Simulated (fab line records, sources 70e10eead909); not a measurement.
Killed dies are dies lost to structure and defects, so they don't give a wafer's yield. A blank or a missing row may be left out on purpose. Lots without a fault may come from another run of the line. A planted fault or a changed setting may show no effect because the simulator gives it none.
Chamber matching | flow nand_harc | NHARC_A_BLC_ALD_23 on ald_metal-04: 4 sister chambers
The step deposits TiN, target thk 3 nm, pulse time 1 s, ald cycles 150. 4 wafers are shown with their chamber, then 6 later ones without.

WAFERS WITH THEIR CHAMBER
wafer  | chamber | heater_power_w (W)
L476.5 | 1       | 957
L476.6 | 2       | 1047
L478.4 | 0       | 1238
L478.6 | 3       | 1026

WAFERS WITHOUT THEIR CHAMBER
wafer  | heater_power_w (W)
L480.2 | 1030
L480.4 | 1217
L480.5 | 1193
L481.1 | 1053
L481.3 | 1026
L481.6 | 1229

WHICH CHAMBER EACH WENT THROUGH
wafer  | from the rows above     | in truth
L480.2 | can't be placed: 3 or 2 | 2
L480.4 | 0                       | 0
L480.5 | 0                       | 0
L481.1 | can't be placed: 2 or 3 | 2
L481.3 | can't be placed: 3 or 2 | 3
L481.6 | 0                       | 0
Placed correctly: 3 of 6. Can't be placed from these rows: 3 (the true chamber is among the candidates in 3). Placed wrongly: 0.
How it was worked out, from the rows above alone: a wafer's distance from a chamber is the root of the sum, over the readings, of the square of ((its reading less the chamber's mean) divided by the reading's scatter). The wafer belongs to the nearest chamber; if the next one is less than 2 further off, it can't be placed. A chamber's mean is the mean of its shown wafers. The scatter: with one shown wafer a chamber, the root of the mean of the squares of how far each hidden wafer lies from its nearest shown one.
